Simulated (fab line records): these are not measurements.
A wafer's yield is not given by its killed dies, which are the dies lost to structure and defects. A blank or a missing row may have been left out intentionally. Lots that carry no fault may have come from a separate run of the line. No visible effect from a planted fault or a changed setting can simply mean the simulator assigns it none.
Chamber matching    flow nandHarc    NHARC_A_CONTACT_ETCH_88 on rieDiel-05: 4 sister chambers
The step etches the open film in CF4, target depth 39 nm, time 65 s. 4 wafers are shown with their chamber, then 12 later ones without.

== WAFERS, EACH WITH ITS CHAMBER ==
wafer   chamber  drypumpMotorCurrentA (A)
L093.2  3        5.9
L094.1  0        5.5
L094.2  1        6.6
L094.4  2        5.7

== WAFERS WITH NO CHAMBER GIVEN ==
wafer   drypumpMotorCurrentA (A)
L092.1  5.9
L092.2  5.4
L092.3  6.6
L095.2  6.6
L095.3  5.9
L095.6  5.7
L097.2  5.8
L097.3  5.4
L097.6  5.4
L096.1  5.4
L096.2  6.6
L096.6  5.9

== WHICH CHAMBER EACH WENT THROUGH ==
wafer   from the rows above      in truth
L092.1  3                        3
L092.2  0                        0
L092.3  1                        1
L095.2  1                        1
L095.3  3                        3
L095.6  2                        2
L097.2  can't be placed: 2 or 3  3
L097.3  0                        0
L097.6  0                        0
L096.1  0                        0
L096.2  1                        1
L096.6  3                        3
Correct placement for 11 of the 12. These rows do not allow placing 1 (true chamber among the candidates in 1). Placed wrongly: 0.
How it was worked out, from the rows above alone: a wafer's distance from a chamber is the root of the sum, over the readings, of the square of ((its reading less the chamber's mean) divided by the reading's scatter). If the next closest chamber is less than 2 further off than the closest, the wafer can't be placed; otherwise it belongs to the closest. The mean given for a chamber averages the wafers shown for that chamber. The scatter: with one shown wafer a chamber, the root of the mean of the squares of how far each hidden wafer lies from its nearest shown one.
